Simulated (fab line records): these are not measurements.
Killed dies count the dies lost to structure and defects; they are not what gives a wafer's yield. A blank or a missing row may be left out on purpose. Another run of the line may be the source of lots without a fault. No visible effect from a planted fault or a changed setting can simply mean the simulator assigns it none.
Problem report, 8D (eight disciplines) form, completed by code	flow nandHarc	the parts of the form that need people (team, actions taken, sign-off) are left out

1. WHAT IS WRONG
Wafers without a fault read 55, standard deviation 15; killedAtArray at NHARC_END_SORT_01 reads a mean of 672 on 9 wafers belonging to 3 lots. That is +41 standard deviations from the usual mean.
Earliest sighting: wafer L449.1 on prober-01 at day 30 00:13. At this step, 9 wafers from 3 lots have a number in the record. Rule for "out", or "out of limits": more than 4 standard deviations from the usual mean. The other wafers with a number count as sound.

2. WHAT IT IS, WHAT IT ISN'T
question	is	is not
which readings at this step	killedAtArray, killedDies	killedAtOther, killedOpen
which lots	L449, L452, L454	-
which wafers of those lots	all that have a number	-
read on which gauges	prober-01, prober-02	-
when	from day 30 00:13	up to then (0 sound wafers)

3. WHAT RULES OUT EACH SUSPECT
Counting: a tool at any process step up to the reading remains a suspect when it ran all the lots that are out and ran no sound lot after the first of those.
- the gauge at NHARC_END_SORT_01: ruled out. The wafers that are out were read on 2 gauges (prober-01, prober-02).
- rieDiel-04 at NHARC_A_CONTACT_ETCH_106 (etches the open film in CF4/O2, target depth 90 nm, overetch 9 nm, time 49.5 s): kept. It ran every lot that is out, first L449 (day 27 13:37), and no sound lot after that.
- rieDiel-04 at NHARC_A_CONTACT_STRIP_82 (strips in O2): kept. It ran every lot that is out, first L449 (day 27 13:41), and no sound lot after that.
Remaining after the count are rieDiel-04 at NHARC_A_CONTACT_ETCH_106 and rieDiel-04 at NHARC_A_CONTACT_STRIP_82.

4. THE CAUSE (what the simulator had put in)
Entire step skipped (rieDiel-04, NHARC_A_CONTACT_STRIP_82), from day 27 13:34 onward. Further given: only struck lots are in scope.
Of the 2 suspects that counting leaves, this tool is one.

5. SEQUENCE OF EFFECTS, ordered by route
Each row: a reading where the mean over the struck wafers with a number is more than 3 standard deviations away from the usual. Readings are gone through only where the record gives a usual standard deviation; hours: the median, over the lots, of the time from a lot's start at the first step in this table giving one to that lot's start at this step; sigmas: the change measured in usual standard deviations.
hours	step	reading	usual	on struck wafers	change	sigmas
0	NHARC_END_SORT_01	killedAtArray	55	672	+617	+41
0	NHARC_END_SORT_01	killedDies	59	677	+618	+41
Readings that are blank on the struck wafers while sound wafers have them: chamberPressureMTorr at NHARC_A_CONTACT_STRIP_82; drypumpMotorCurrentA at NHARC_A_CONTACT_STRIP_82; mfcArSccm at NHARC_A_CONTACT_STRIP_82; o2FlowSccm at NHARC_A_CONTACT_STRIP_82; oesProductAu at NHARC_A_CONTACT_STRIP_82; rfVppV at NHARC_A_CONTACT_STRIP_82; showerheadPlenumPTorr at NHARC_A_CONTACT_STRIP_82; throttleValvePct at NHARC_A_CONTACT_STRIP_82.

6. HOW IT WOULD HAVE BEEN CAUGHT EARLIER
In this record the first reading out of limits at a measuring or inspecting step was taken at day 30 00:13, 59 hours after the fault began at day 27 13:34.
At NHARC_A_CONTACT_STRIP_82 the tool's readings are blank on the struck wafers, where sound wafers have them: an empty tool record is the first sign, and it was there at once.
All the lots that are out (3) had begun NHARC_A_CONTACT_STRIP_82 on rieDiel-04 by day 30 00:13. Had the tool been put on hold then, not one of them would have been saved.
